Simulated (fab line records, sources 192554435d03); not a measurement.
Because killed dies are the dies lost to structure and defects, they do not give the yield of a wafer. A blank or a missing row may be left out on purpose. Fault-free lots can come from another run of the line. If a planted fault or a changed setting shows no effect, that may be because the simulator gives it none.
fab line records	flow n5Finfet
[record] lots = 5	wafers = 15	lastDay = 17
route steps=1938 shown BEOL_M15@1819 PASS1_DEP@1831 MIM_BOT@1832 MIM_TOP@1834 MIM_TOP_LITHO@1839
lots that met no fault: from a run of the same line without faults
startH: hours from the record's first day to the start of the lot's first wafer shown	waitH: time in hours since the lot's previous step	" identical to the entry in the row above	L1.1+2: a row that stands for several wafers	- no value present, or no start provided	* or withheld: withheld	< > ~ a bound
route shown NAME@n: a module of which the file shows steps, and the number in the route of the first	usual: mean/standard deviation taken from wafers without a fault	same: alike in all rows	chamber/n: place in a boat	sites: the reading at each site	_std_site: their standard deviation	_edge_site: outer sites' mean less inner sites'	radiusMm: for every site, how far away it sits from the centre of the wafer	mask NAME#n: copy n	behind: tool/chamber where the wafer was last shaped	hold: cause of the lot's hold/its duration in hours/its outcome	device: whichever transistor did not switch (one of n, p or np)	end of line: the route-end tests of the same wafers	a step given without rows: its recipe and nothing more	killed: dies that structure and defects cost at the first sort, which is not the same as the wafer's yield	map: shows each die of a wafer: x if killed, . if not, _ if none is there
set.NAME: the setting the step ran with; set.NAME@STEP: the setting that earlier step ran with	model.NAME: the simulator's own value behind a step, which no gauge read
lots seen at some steps along the route; tables by step, rows by wafer
services: from which hour (startH, from the record's first day; less than 0 if before it) a tool's chamber was out of use, for how many hours, and why
[[steps]]
[step N5_BEOL_M15_SPUTTER_43]
[recipe] material = TaN	targetThkA = 150	tempC = 50	biasV = 168.6	powerW = 15000	chamberPressurePa = 0.12	timeS = 24.19
[usual] biasV = 168.6/1.6	throttleValvePct = 29.7/1.1
lot.wafer	tool	chamber	startH	waitH	biasV	throttleValvePct
L078.4	pvdSputter-03	-	270.64	0.0	166.7	29.2
L078.5	"	-	"	"	168.9	27.8
L078.6	"	-	"	"	166.3	31.1
L080.3	pvdSputter-01	-	288.80	0.0	166.2	31.2
L080.4	"	-	"	"	170.6	30.8
L080.5	"	-	"	"	167.9	30.8
L085.1	pvdSputter-03	-	327.00	0.0	171.3	27.8
L085.3	"	-	"	"	168.7	29.2
L085.6	"	-	"	"	169.3	29.1
L092.2	pvdSputter-02	-	378.17	0.0	169.9	28.6
L092.3	"	-	"	"	171.5	30.3
L092.6	"	-	"	"	168.5	30.2
L096.3	pvdSputter-03	-	395.39	0.0	170.4	29.8
L096.4	"	-	"	"	169.7	31.2
L096.5	"	-	"	"	171.1	31.3
[step N5_BEOL_M15_SPUTTER_44]
[recipe] material = Ta	targetThkA = 150	tempC = 50	biasV = 80	powerW = 15000	chamberPressurePa = 0.07	timeS = 24.19
[usual] biasV = 80.1/0.82	throttleValvePct = 29.7/1.1
lot.wafer	tool	chamber	startH	waitH	biasV	throttleValvePct
L078.4	pvdSputter-03	-	270.72	0.0	80.7	29.3
L078.5	"	-	"	"	80.9	27.8
L078.6	"	-	"	"	81.4	31.2
L080.3	pvdSputter-01	-	288.88	0.0	81.2	31.1
L080.4	"	-	"	"	79.8	30.8
L080.5	"	-	"	"	80.2	30.6
L085.1	pvdSputter-03	-	327.08	0.0	80.1	28.4
L085.3	"	-	"	"	80.4	29.3
L085.6	"	-	"	"	80.8	29.0
L092.2	pvdSputter-02	-	378.25	0.0	80.2	28.5
L092.3	"	-	"	"	81.0	30.4
L092.6	"	-	"	"	79.8	30.4
L096.3	pvdSputter-03	-	395.47	0.0	79.7	29.7
L096.4	"	-	"	"	80.5	30.9
L096.5	"	-	"	"	80.1	31.4
[step N5_BEOL_M15_SPUTTER_45]
[recipe] material = Cu	targetThkA = 1000	tempC = -20	biasV = 60	powerW = 26000	chamberPressurePa = 0.13	timeS = 16.67
[usual] biasV = 60.0/0.62	chuckSensorTempC = -16.2/0.47	throttleValvePct = 29.7/1.1
lot.wafer	tool	chamber	startH	waitH	biasV	chuckSensorTempC	throttleValvePct
L078.4	pvdSputter-03	-	270.80	0.0	59.9	-16.2	29.1
L078.5	"	-	"	"	58.9	-16.4	27.9
L078.6	"	-	"	"	60.0	-15.4	31.1
L080.3	pvdSputter-01	-	288.96	0.0	59.7	-15.9	30.9
L080.4	"	-	"	"	60.4	-16.4	30.9
L080.5	"	-	"	"	61.1	-16.3	30.8
L085.1	pvdSputter-03	-	327.16	0.0	60.1	-16.2	28.0
L085.3	"	-	"	"	59.8	-16.2	28.9
L085.6	"	-	"	"	60.6	-16.3	29.1
L092.2	pvdSputter-02	-	378.33	0.0	59.6	-15.9	28.4
L092.3	"	-	"	"	60.0	-17.5	30.7
L092.6	"	-	"	"	61.0	-17.4	30.4
L096.3	pvdSputter-03	-	395.55	0.0	60.0	-16.9	29.9
L096.4	"	-	"	"	59.9	-15.6	31.4
L096.5	"	-	"	"	60.4	-15.5	31.1
[step N5_BEOL_M15_ECD_47]
[recipe] material = Cu	targetThkA = 18600
lot.wafer	tool	chamber	startH	waitH
L078.4+5+6	ecdCu-01	0,1,0	270.99	0.2
L080.3+4+5	ecdCu-02	0,1,0	289.15	0.2
L085.1+3+6	ecdCu-01	1,0,0	327.28	0.1
L092.2+3+6	ecdCu-02	1,0,1	378.44	0.1
L096.3+4+5	ecdCu-02	0,1,0	395.75	0.2
[step N5_BEOL_M15_ANNEAL_48]
[recipe] tempC = 225	timeS = 90	ambient = N2
[usual] wafer_temp_C_max = 226.2/0.31
lot.wafer	tool	chamber	startH	waitH	wafer_temp_C_max
L078.4	rtpAnneal-01	0	271.29	0.2	226.1
L078.5	"	0	"	"	226.1
L078.6	"	0	"	"	226.4
L080.3	rtpAnneal-01	0	289.40	0.2	226.9
L080.4	"	0	"	"	226.2
L080.5	"	0	"	"	226.2
L085.1	rtpAnneal-02	0	327.52	0.2	225.7
L085.3	"	0	"	"	226.0
L085.6	"	0	"	"	225.9
L092.2	rtpAnneal-01	0	378.73	0.2	226.6
L092.3	"	0	"	"	226.4
L092.6	"	0	"	"	226.3
L096.3	rtpAnneal-01	0	396.32	0.5	226.9
L096.4	"	0	"	"	226.3
L096.5	"	0	"	"	226.3
[step N5_BEOL_M15_CMP_49]
[recipe] stopOn = SiO2	tOverpolishS = 4.9	downForcePsi = 2	platenRpm = 80	clearingPlatenDownForcePsi = 2	clearingPlatenRpm = 80	postCmpClean = cuAlkaline	targetThkNm = 850	clearingPlatenPadVelocityMS = 1.5917	padVelocityMS = 1.5917
[usual] barrierFieldEndpointS = 11.32/0.28	motorCurrentA = 8.3/0.81	overpolishRunS = 4.901/0.0099
lot.wafer	tool	chamber	startH	waitH	barrierFieldEndpointS	motorCurrentA	overpolishRunS
L078.4	cmp-04	3	271.53	0.2	11.80	8.3	4.880
L078.5	"	1	"	"	11.83	8.9	4.902
L078.6	"	2	"	"	11.58	7.5	4.924
L080.3	cmp-03	3	289.61	0.2	11.27	8.6	4.897
L080.4	"	1	"	"	10.86	7.2	4.890
L080.5	"	0	"	"	11.27	8.8	4.909
L085.3	cmp-01	2	327.85	0.2	11.68	9.8	4.915
L085.1	"	3	"	"	11.49	8.4	4.896
L085.6	"	1	"	"	11.65	9.3	4.897
L092.3	cmp-01	0	379.00	0.2	11.89	8.4	4.907
L092.2	"	2	"	"	11.84	9.4	4.905
L092.6	"	0	"	"	11.98	8.3	4.893
L096.3	cmp-04	0	396.52	0.2	11.23	7.2	4.907
L096.4	"	3	"	"	11.31	8.1	4.888
L096.5	"	1	"	"	11.44	9.2	4.904
[step N5_BEOL_M15_THK_MEAS_50]
[recipe] thkMeasGauge = xrf	reads = Cu_of_BEOL_M15_ECD_47
[usual] M15_THK = 868/14
lot.wafer	tool	chamber	startH	waitH	M15_THK[nm]
L078.4	filmMetro-02	-	271.75	-	883
L078.5	"	-	"	"	865
L078.6	"	-	"	"	878
L080.3	filmMetro-01	-	289.91	-	851
L080.4	"	-	"	"	871
L080.5	"	-	"	"	839
L085.1	filmMetro-02	-	328.11	-	876
L085.3	"	-	"	"	867
L085.6	"	-	"	"	879
L092.2	filmMetro-02	-	379.29	-	866
L092.3	"	-	"	"	854
L092.6	"	-	"	"	867
L096.3	filmMetro-02	-	396.82	-	883
L096.4	"	-	"	"	870
L096.5	"	-	"	"	858
[step N5_BEOL_M15_PRE_CLEAN_52]
[recipe] gas = NH3	timeS = 15	tempC = withheld	rfPowerW = 300
[usual] rfFwdPowerW = 295.0/1.8
lot.wafer	tool	chamber	startH	waitH	rfFwdPowerW
L078.4	pecvd-04	2	271.80	0.0	292.7
L078.5	"	0	"	"	295.2
L078.6	"	1	"	"	296.2
L080.3	pecvd-03	0	289.94	0.0	295.9
L080.4	"	1	"	"	294.9
L080.5	"	2	"	"	295.0
L085.1	pecvd-04	2	328.15	0.0	293.3
L085.3	"	1	"	"	296.2
L085.6	"	1	"	"	296.6
L092.2	pecvd-04	2	379.33	0.0	292.2
L092.3	"	1	"	"	295.8
L092.6	"	0	"	"	297.6
L096.3	pecvd-04	0	396.85	0.0	296.5
L096.4	"	2	"	"	293.8
L096.5	"	1	"	"	294.8
[step N5_BEOL_M15_DEP_53]
[recipe] material = SiCN	targetThkA = 500	tempC = withheld	precursor = 3MS/NH3	pressureTorr = 3	rfW = 675	timeS = 17.8
[usual] rfFwdPowerW = 666/3.9	showerheadPlenumPTorr = 4.153/0.02	throttleValvePct = 18.0/0.91
lot.wafer	tool	chamber	startH	waitH	rfFwdPowerW	showerheadPlenumPTorr	throttleValvePct
L078.4	pecvd-04	2	271.83	0.0	659	4.157	16.5
L078.5	"	0	"	"	668	4.151	17.8
L078.6	"	1	"	"	672	4.150	19.0
L080.3	pecvd-03	0	289.97	0.0	670	4.162	17.5
L080.4	"	1	"	"	668	4.146	17.2
L080.5	"	2	"	"	667	4.127	17.4
L085.1	pecvd-04	2	328.17	0.0	658	4.151	16.9
L085.3	"	1	"	"	669	4.154	19.3
L085.6	"	1	"	"	669	4.141	18.7
L092.2	pecvd-04	2	379.35	0.0	660	4.151	17.1
L092.3	"	1	"	"	665	4.150	19.1
L092.6	"	0	"	"	666	4.140	17.7
L096.3	pecvd-04	0	396.88	0.0	666	4.134	18.0
L096.4	"	2	"	"	662	4.148	17.4
L096.5	"	1	"	"	669	4.156	19.3
[step N5_BEOL_M15_RS_MEAS_54]
[recipe] thkMeasGauge = four-point-probe	reads = Cu_of_BEOL_M15_ECD_47+Ta_of_BEOL_M15_SPUTTER_44+TaN_of_BEOL_M15_SPUTTER_43
[usual] M15_RS = 0.0216/0.00032
lot.wafer	tool	chamber	startH	waitH	M15_RS[ohm/sq]
L078.4	filmMetro-01	-	271.88	0.0	0.0214
L078.5	"	-	"	"	0.0217
L078.6	"	-	"	"	0.0214
L080.3	filmMetro-01	-	290.04	0.1	0.0219
L080.4	"	-	"	"	0.0215
L080.5	"	-	"	"	0.0223
L085.1	filmMetro-01	-	328.24	0.0	0.0217
L085.3	"	-	"	"	0.0219
L085.6	"	-	"	"	0.0217
L092.2	filmMetro-02	-	379.42	0.1	0.0217
L092.3	"	-	"	"	0.0219
L092.6	"	-	"	"	0.0216
L096.3	filmMetro-01	-	396.95	0.1	0.0214
L096.4	"	-	"	"	0.0219
L096.5	"	-	"	"	0.0221
[step N5_BEOL_M15_INSPECT_55]
[recipe] inspectInstrument = darkfield	mode = postDep
[usual] rawDefectCount = 69/22
lot.wafer	tool	chamber	startH	waitH	rawDefectCount
L078.4	defectInspect-01	-	271.91	0.0	44
L078.5	"	-	"	"	52
L078.6	"	-	"	"	59
L080.3	defectInspect-01	-	290.06	0.0	72
L080.4	"	-	"	"	83
L080.5	"	-	"	"	88
L085.1	defectInspect-02	-	328.26	0.0	30
L085.3	"	-	"	"	30
L085.6	"	-	"	"	43
L092.2	defectInspect-01	-	379.44	0.0	71
L092.3	"	-	"	"	84
L092.6	"	-	"	"	49
L096.3	defectInspect-01	-	396.97	0.0	142
L096.4	"	-	"	"	96
L096.5	"	-	"	"	95
[step N5_BEOL_M15_RC_MEAS_101]
[usual] COMB_M10 = 1.47e-11/2.9e-12	COMB_M11 = 1.48e-11/2.9e-12	COMB_M12 = 6.6e-12/1.3e-12	COMB_M13 = 5.4e-12/1.3e-12	COMB_M14 = 4.1e-12/8e-13	COMB_M15 = 2.9e-12/7e-13	COMB_M5 = 3.6e-11/7.9e-12	COMB_M6 = 2.6e-11/6.4e-12	COMB_M7 = 2.6e-11/5.1e-12	COMB_M8 = 2.6e-11/5.1e-12	COMB_M9 = 1.5e-11/3.2e-12	SERP_M10 = 3.08/0.077	SERP_M11 = 3.08/0.077	SERP_M12 = 0.639/0.014	SERP_M13 = 0.309/0.0055	SERP_M14 = 0.162/0.0031	SERP_M5 = 38.9/1.3	SERP_M6 = 13.8/0.46	SERP_M7 = 13.9/0.5	SERP_M7_max_site = 14.6/0.51	SERP_M8 = 13.8/0.51	SERP_M8_max_site = 14.3/0.55	SERP_M9 = 3.07/0.085
lot.wafer	tool	chamber	startH	waitH	COMB_M10[S/m]	COMB_M11[S/m]	COMB_M12[S/m]	COMB_M13[S/m]	COMB_M14[S/m]	COMB_M15[S/m]	COMB_M5[S/m]	COMB_M6[S/m]	COMB_M7[S/m]	COMB_M8[S/m]	COMB_M9[S/m]	SERP_M10[ohm/um]	SERP_M11[ohm/um]	SERP_M12[ohm/um]	SERP_M13[ohm/um]	SERP_M14[ohm/um]	SERP_M5[ohm/um]	SERP_M6[ohm/um]	SERP_M7[ohm/um]	SERP_M7_max_site[ohm/um]	SERP_M8[ohm/um]	SERP_M8_max_site[ohm/um]	SERP_M9[ohm/um]
L078.4	prober-01	0	272.40	0.5	1.36e-11	2.04e-11	5.2e-12	4e-12	3.1e-12	1.7e-12	3.1e-11	2.3e-11	3.5e-11	2e-11	1.4e-11	3.06	3.00	0.663	0.316	0.161	36.4	13.7	13.7	15.2	13.4	14.4	3.12
L078.5	"	0	"	"	1.36e-11	1.5e-11	7.9e-12	2.7e-12	3.1e-12	2e-12	2.7e-11	2.2e-11	2.9e-11	2.7e-11	1.3e-11	3.18	2.92	0.656	0.309	0.160	37.3	13.7	13.3	14.2	13.1	13.4	2.95
L078.6	"	0	"	"	2.51e-11	1.5e-11	5e-12	5.4e-12	3.5e-12	2.3e-12	2.9e-11	2.9e-11	3e-11	2.3e-11	1.4e-11	3.15	3.07	0.626	0.308	0.164	38.2	14.1	13.5	14.4	12.9	13.7	2.98
L080.3	prober-02	0	290.40	0.3	1.38e-11	1.55e-11	6.9e-12	4.9e-12	3.7e-12	3.1e-12	3.5e-11	4.4e-11	1.8e-11	2.5e-11	2e-11	3.02	2.95	0.621	0.310	0.164	39.1	13.6	12.8	13.5	14.7	15.1	2.98
L080.4	"	0	"	"	1.23e-11	1.52e-11	6.2e-12	6.1e-12	4.2e-12	3e-12	3.3e-11	2.2e-11	2.3e-11	1.9e-11	2.9e-11	3.12	3.09	0.638	0.320	0.165	39.0	13.0	13.5	14.4	14.1	15.2	2.97
L080.5	"	0	"	"	1.45e-11	1.65e-11	7.7e-12	4.1e-12	3.9e-12	2.4e-12	5e-11	3.3e-11	2.7e-11	3.2e-11	2.6e-11	3.01	3.10	0.625	0.323	0.166	39.8	14.0	13.4	14.1	13.7	14.0	2.90
L085.1	prober-02	0	328.29	0.0	1.33e-11	1.42e-11	6.4e-12	5e-12	3.7e-12	2.7e-12	3.5e-11	2.2e-11	2e-11	2.6e-11	1.6e-11	2.93	3.01	0.666	0.308	0.160	39.3	14.1	13.7	14.3	13.2	13.4	3.27
L085.3	"	0	"	"	1.83e-11	1.83e-11	7.1e-12	7e-12	4.6e-12	3e-12	3.6e-11	2.8e-11	2.3e-11	1.7e-11	1.7e-11	3.07	2.99	0.660	0.301	0.157	39.6	13.1	13.8	14.1	13.5	14.3	3.15
L085.6	"	0	"	"	1.22e-11	1.64e-11	7.2e-12	5.5e-12	6.4e-12	3.1e-12	4.5e-11	2.6e-11	2.8e-11	2.3e-11	1.5e-11	2.98	3.11	0.649	0.309	0.155	38.7	14.2	14.1	14.5	13.3	14.6	3.09
L092.2	prober-02	0	379.62	0.2	1.48e-11	1.01e-11	8.1e-12	4.9e-12	4.9e-12	2.8e-12	3.8e-11	1.8e-11	2.6e-11	2.5e-11	1.7e-11	2.97	2.95	0.661	0.320	0.161	40.5	14.2	14.6	15.0	13.1	13.9	2.96
L092.3	"	0	"	"	1.35e-11	1.16e-11	6.6e-12	5.3e-12	4.9e-12	2.7e-12	3.9e-11	1.8e-11	3.1e-11	2.8e-11	1.7e-11	2.95	3.15	0.637	0.313	0.160	41.2	14.4	14.1	14.5	13.1	14.4	3.12
L092.6	"	0	"	"	1.16e-11	9.2e-12	6.9e-12	6.8e-12	3.4e-12	2.9e-12	4.3e-11	2.1e-11	2.8e-11	2.9e-11	1.7e-11	2.95	3.01	0.658	0.310	0.160	40.6	13.8	14.8	15.3	13.9	14.3	2.95
L096.3	prober-02	0	397.31	0.3	1.07e-11	1.5e-11	6.3e-12	6.8e-12	3.5e-12	2.3e-12	3.7e-11	3e-11	2.6e-11	1.7e-11	1.7e-11	3.10	3.04	0.655	0.309	0.167	37.6	13.2	14.8	15.4	13.6	14.2	3.09
L096.4	"	0	"	"	1.61e-11	1.29e-11	6.1e-12	5.4e-12	4.1e-12	3.2e-12	4e-11	2.6e-11	3.3e-11	2e-11	1.7e-11	3.06	2.94	0.633	0.322	0.164	36.9	14.2	14.3	14.8	13.7	14.0	3.06
L096.5	"	0	"	"	1.9e-11	2.21e-11	4.7e-12	5.4e-12	4.4e-12	3.6e-12	3.6e-11	3.3e-11	3.1e-11	2.5e-11	1.2e-11	3.14	3.01	0.648	0.317	0.164	40.5	13.0	13.9	14.6	13.8	14.4	3.05
[step N5_PASSIVATION_PECVD_00]
[recipe] material = SiO2	targetThkA = 2000	tempC = 400	precursor = SiH4/N2O	pressureTorr = 2.7	rfW = 608	timeS = 11.2
[usual] heaterPowerW = 577/85	rfFwdPowerW = 601.5/3	showerheadPlenumPTorr = 8.14/0.059	throttleValvePct = 51.0/2
lot.wafer	tool	chamber	startH	waitH	heaterPowerW	rfFwdPowerW	showerheadPlenumPTorr	throttleValvePct
L078.4	pecvd-01	0	272.91	0.4	464	602.5	8.21	51.7
L078.5	"	1	"	"	474	602.1	8.19	51.8
L078.6	"	2	"	"	486	600.9	8.26	51.2
L080.3	pecvd-01	2	291.06	0.5	463	604.9	8.24	51.0
L080.4	"	0	"	"	538	601.9	8.21	51.7
L080.5	"	2	"	"	451	602.6	8.26	51.1
L085.1	pecvd-04	1	329.33	0.9	595	599.7	8.11	54.5
L085.3	"	0	"	"	627	605.5	8.10	51.1
L085.6	"	1	"	"	604	600.7	8.09	54.8
L092.2	pecvd-03	0	380.43	0.7	634	604.3	8.13	50.0
L092.3	"	2	"	"	682	603.6	8.01	50.1
L092.6	"	0	"	"	641	601.8	8.14	49.8
L096.3	pecvd-01	2	397.96	0.5	513	603.5	8.24	51.6
L096.4	"	1	"	"	532	604.1	8.15	51.4
L096.5	"	2	"	"	400	600.3	8.24	51.5
[step N5_MIM_BOT_DEGAS_01]
[recipe] ambient = vacuum	tempC = 300	timeS = 60
[usual] heaterPowerW = 458/34
lot.wafer	tool	chamber	startH	waitH	heaterPowerW
L078.4	pvdSputter-02	-	273.43	0.5	462
L078.5	"	-	"	"	489
L078.6	"	-	"	"	488
L080.3	pvdSputter-02	-	293.10	2.0	478
L080.4	"	-	"	"	472
L080.5	"	-	"	"	486
L085.1	pvdSputter-01	-	330.71	1.4	486
L085.3	"	-	"	"	380
L085.6	"	-	"	"	479
L092.2	pvdSputter-01	-	381.69	1.2	451
L092.3	"	-	"	"	493
L092.6	"	-	"	"	442
L096.3	pvdSputter-01	-	399.95	2.0	441
L096.4	"	-	"	"	491
L096.5	"	-	"	"	441
[step N5_MIM_BOT_SPUTTER_00]
[recipe] material = TiN	targetThkA = 350	tempC = 200	powerW = 3000	chamberPressurePa = 0.49996	gas = Ar	reactivePartialPa = 0.37997	timeS = 89.7
[usual] throttleValvePct = 29.8/1.1
lot.wafer	tool	chamber	startH	waitH	throttleValvePct
L078.4	pvdSputter-02	-	273.47	0.0	29.0
L078.5	"	-	"	"	29.9
L078.6	"	-	"	"	28.3
L080.3	pvdSputter-02	-	293.14	0.0	30.1
L080.4	"	-	"	"	28.7
L080.5	"	-	"	"	28.5
L085.1	pvdSputter-01	-	330.75	0.0	30.8
L085.3	"	-	"	"	30.1
L085.6	"	-	"	"	31.3
L092.2	pvdSputter-01	-	381.73	0.0	28.8
L092.3	"	-	"	"	30.8
L092.6	"	-	"	"	30.8
L096.3	pvdSputter-01	-	399.99	0.0	30.8
L096.4	"	-	"	"	30.8
L096.5	"	-	"	"	30.8
[step N5_MIM_TOP_ALD_00]
[recipe] material = Al2O3	targetThkA = *	tempC = withheld	aldPrecursorFamily = TMA	aldCoReactant = O3	pulseTimeS = withheld	purgeTimeS = 3	coReactantPurgeTimeS = withheld	coReactantPulseTimeS = 3	aldCycles = withheld
[usual] precursorPulseHeightRel = 1.001/0.019
lot.wafer	tool	chamber	startH	waitH	precursorPulseHeightRel
L078.4	aldHk-01	3	273.57	0.1	0.984
L078.5	"	3	"	"	0.960
L078.6	"	0	"	"	1.001
L080.3	aldHk-01	2	293.24	0.1	1.001
L080.4	"	3	"	"	1.014
L080.5	"	1	"	"	1.018
L085.1	aldHk-03	1	330.85	0.1	0.979
L085.3	"	2	"	"	1.006
L085.6	"	2	"	"	1.005
L092.2	aldHk-03	0	381.83	0.1	0.996
L092.3	"	1	"	"	1.003
L092.6	"	0	"	"	1.002
L096.3	aldHk-01	3	400.11	0.1	1.010
L096.4	"	1	"	"	1.000
L096.5	"	2	"	"	0.996
[step N5_MIM_TOP_ALD_01]
[recipe] material = HfO2	targetThkA = 56	tempC = withheld	aldPrecursorFamily = Hf-amide	aldCoReactant = O3	pulseTimeS = 1	purgeTimeS = 3	coReactantPurgeTimeS = 2	coReactantPulseTimeS = 3	aldCycles = 62
[usual] precursorPulseHeightRel = 1.000/0.019
[same] coReactantPurgeTimeS = 2	pulseTimeS = 1
lot.wafer	tool	chamber	startH	waitH	precursorPulseHeightRel
L078.4	aldHk-01	3	-	-	1.009
L078.5	"	3	"	"	0.968
L078.6	"	0	"	"	0.975
L080.3	aldHk-01	2	-	-	0.980
L080.4	"	3	"	"	0.999
L080.5	"	1	"	"	0.959
L085.1	aldHk-03	1	-	-	0.982
L085.3	"	2	"	"	0.985
L085.6	"	2	"	"	1.020
L092.2	aldHk-03	0	-	-	1.020
L092.3	"	1	"	"	0.993
L092.6	"	0	"	"	0.984
L096.3	aldHk-01	3	-	-	1.010
L096.4	"	1	"	"	0.994
L096.5	"	2	"	"	0.990
[step N5_MIM_TOP_ALD_02]
[recipe] material = Al2O3	targetThkA = *	tempC = withheld	aldPrecursorFamily = TMA	aldCoReactant = O3	pulseTimeS = withheld	purgeTimeS = 3	coReactantPurgeTimeS = withheld	coReactantPulseTimeS = 3	aldCycles = withheld
[usual] precursorPulseHeightRel = 0.998/0.02
lot.wafer	tool	chamber	startH	waitH	precursorPulseHeightRel
L078.4	aldHk-01	3	-	-	0.988
L078.5	"	3	"	"	0.980
L078.6	"	0	"	"	0.997
L080.3	aldHk-01	2	-	-	0.984
L080.4	"	3	"	"	0.993
L080.5	"	1	"	"	1.029
L085.1	aldHk-03	1	-	-	0.980
L085.3	"	2	"	"	0.986
L085.6	"	2	"	"	1.007
L092.2	aldHk-03	0	-	-	0.971
L092.3	"	1	"	"	1.018
L092.6	"	0	"	"	1.030
L096.3	aldHk-01	3	-	-	1.015
L096.4	"	1	"	"	0.974
L096.5	"	2	"	"	1.001
[step N5_MIM_TOP_DEGAS_04]
[recipe] ambient = vacuum	tempC = 300	timeS = 60
[usual] heaterPowerW = 459/33
lot.wafer	tool	chamber	startH	waitH	heaterPowerW
L078.4	pvdSputter-02	-	274.02	-	454
L078.5	"	-	"	"	480
L078.6	"	-	"	"	451
L080.3	pvdSputter-03	-	293.92	-	490
L080.4	"	-	"	"	474
L080.5	"	-	"	"	483
L085.1	pvdSputter-02	-	331.40	-	484
L085.3	"	-	"	"	444
L085.6	"	-	"	"	465
L092.2	pvdSputter-03	-	383.10	-	476
L092.3	"	-	"	"	449
L092.6	"	-	"	"	394
L096.3	pvdSputter-01	-	400.91	-	448
L096.4	"	-	"	"	367
L096.5	"	-	"	"	482
[step N5_MIM_TOP_SPUTTER_03]
[recipe] material = TiN	targetThkA = 350	tempC = 200	powerW = 3000	chamberPressurePa = 0.49996	gas = Ar	reactivePartialPa = 0.37997	timeS = 89.7
[usual] throttleValvePct = 29.6/1.1
lot.wafer	tool	chamber	startH	waitH	throttleValvePct
L078.4	pvdSputter-02	-	274.06	0.0	28.9
L078.5	"	-	"	"	30.5
L078.6	"	-	"	"	29.0
L080.3	pvdSputter-03	-	293.96	0.0	31.4
L080.4	"	-	"	"	28.1
L080.5	"	-	"	"	28.1
L085.1	pvdSputter-02	-	331.44	0.0	30.5
L085.3	"	-	"	"	28.9
L085.6	"	-	"	"	29.0
L092.2	pvdSputter-03	-	383.14	0.0	31.0
L092.3	"	-	"	"	29.1
L092.6	"	-	"	"	29.9
L096.3	pvdSputter-01	-	400.95	0.0	30.9
L096.4	"	-	"	"	30.2
L096.5	"	-	"	"	30.8
[step N5_MIM_TOP_LITHO_HMDS_01]
[recipe] timeS = 60	tempC = 120
lot.wafer	tool	chamber	startH	waitH
L078.4+5+6	lithoTrack-05	0	274.17	0.1
L080.3+4+5	lithoTrack-05	0	294.07	0.1
L085.1+3+6	lithoTrack-05	0	331.54	0.1
L092.2+3+6	lithoTrack-01	0	383.26	0.1
L096.3+4+5	lithoTrack-01	0	401.06	0.1
[step N5_MIM_TOP_LITHO_COAT_02]
[recipe] spinRpm = *	resistThkNm = *
lot.wafer	tool	chamber	startH	waitH
L078.4+5+6	lithoTrack-05	0	-	-
L080.3+4+5	lithoTrack-05	0	-	-
L085.1+3+6	lithoTrack-05	0	-	-
L092.2+3+6	lithoTrack-01	0	-	-
L096.3+4+5	lithoTrack-01	0	-	-
[step N5_MIM_TOP_LITHO_EBR_04]
[recipe] solvent = PGMEA	ebrWidthMm = 1.5
lot.wafer	tool	chamber	startH	waitH
L078.4+5+6	lithoTrack-05	0	-	-
L080.3+4+5	lithoTrack-05	0	-	-
L085.1+3+6	lithoTrack-05	0	-	-
L092.2+3+6	lithoTrack-01	0	-	-
L096.3+4+5	lithoTrack-01	0	-	-
[step N5_MIM_TOP_LITHO_SOFTBAKE_03]
[recipe] tempC = 100	timeS = 90
lot.wafer	tool	chamber	startH	waitH
L078.4+5+6	lithoTrack-05	0	-	-
L080.3+4+5	lithoTrack-05	0	-	-
L085.1+3+6	lithoTrack-05	0	-	-
L092.2+3+6	lithoTrack-01	0	-	-
L096.3+4+5	lithoTrack-01	0	-	-
[step N5_MIM_TOP_LITHO_EXPOSE_05]
[recipe] maskId = MIM_TOP	na = 0.55	sourceShape = conventional	sigmaOuter = 0.8	polarization = unpolarized	targetCdNm = 2000	doseMj = 20.5
lot.wafer	tool	chamber	startH	waitH	mask
L078.4+5+6	krfScanner-02	0	274.42	-	MIM_TOP#0
L080.3+4+5	krfScanner-01	0	294.31	-	MIM_TOP#0
L085.1+3+6	krfScanner-01	0	331.78	-	MIM_TOP#0
L092.2+3+6	krfScanner-02	0	383.37	-	MIM_TOP#0
L096.3+4+5	krfScanner-02	0	401.18	-	MIM_TOP#0
[step N5_MIM_TOP_LITHO_PEB_06]
[recipe] pebTempC = withheld	pebTimeS = *
lot.wafer	tool	chamber	startH	waitH
L078.4+5+6	lithoTrack-05	0	274.46	0.0
L080.3+4+5	lithoTrack-01	0	294.36	0.0
L085.1+3+6	lithoTrack-05	0	331.83	0.1
L092.2+3+6	lithoTrack-02	0	383.42	0.0
L096.3+4+5	lithoTrack-01	0	401.22	0.0
[step N5_MIM_TOP_LITHO_DEVELOP_07]
[recipe] developTimeS = 60	rinseLiquid = diw	dry = airSpin	devTempC = 21
lot.wafer	tool	chamber	startH	waitH
L078.4+5+6	lithoTrack-05	0	-	-
L080.3+4+5	lithoTrack-01	0	-	-
L085.1+3+6	lithoTrack-05	0	-	-
L092.2+3+6	lithoTrack-02	0	-	-
L096.3+4+5	lithoTrack-01	0	-	-
[[services]]
tool	chamber	startH	hours	kind
cmp-04	-	253.81	6.2	pm
cmp-01	-	263.13	2.2	repair
pecvd-03	-	263.84	1.6	repair
cmp-01	-	266.86	4.0	pm
krfScanner-02	-	269.02	1.0	pm
krfScanner-02	-	270.63	0.2	repair
rtpAnneal-01	-	304.29	6.2	pm
pecvd-03	-	307.52	3.1	repair
pecvd-01	-	316.10	14.6	pm
pecvd-04	-	335.62	0.3	repair
pvdSputter-03	-	340.21	4.5	repair
aldHk-01	-	344.51	0.8	repair
pecvd-03	-	350.19	1.3	repair
krfScanner-01	-	363.51	0.8	pm
aldHk-03	-	365.04	0.2	repair
pecvd-03	-	365.61	4.8	repair
cmp-01	-	374.74	0.5	repair
krfScanner-01	-	376.23	1.3	pm
pecvd-04	2	383.29	4.4	repair
krfScanner-02	-	385.47	1.3	pm
aldHk-03	-	389.79	1.6	repair
ecdCu-02	-	390.55	1.1	repair
krfScanner-02	-	390.72	3.6	pm
krfScanner-02	-	397.25	0.8	pm
[[key]]
fault none
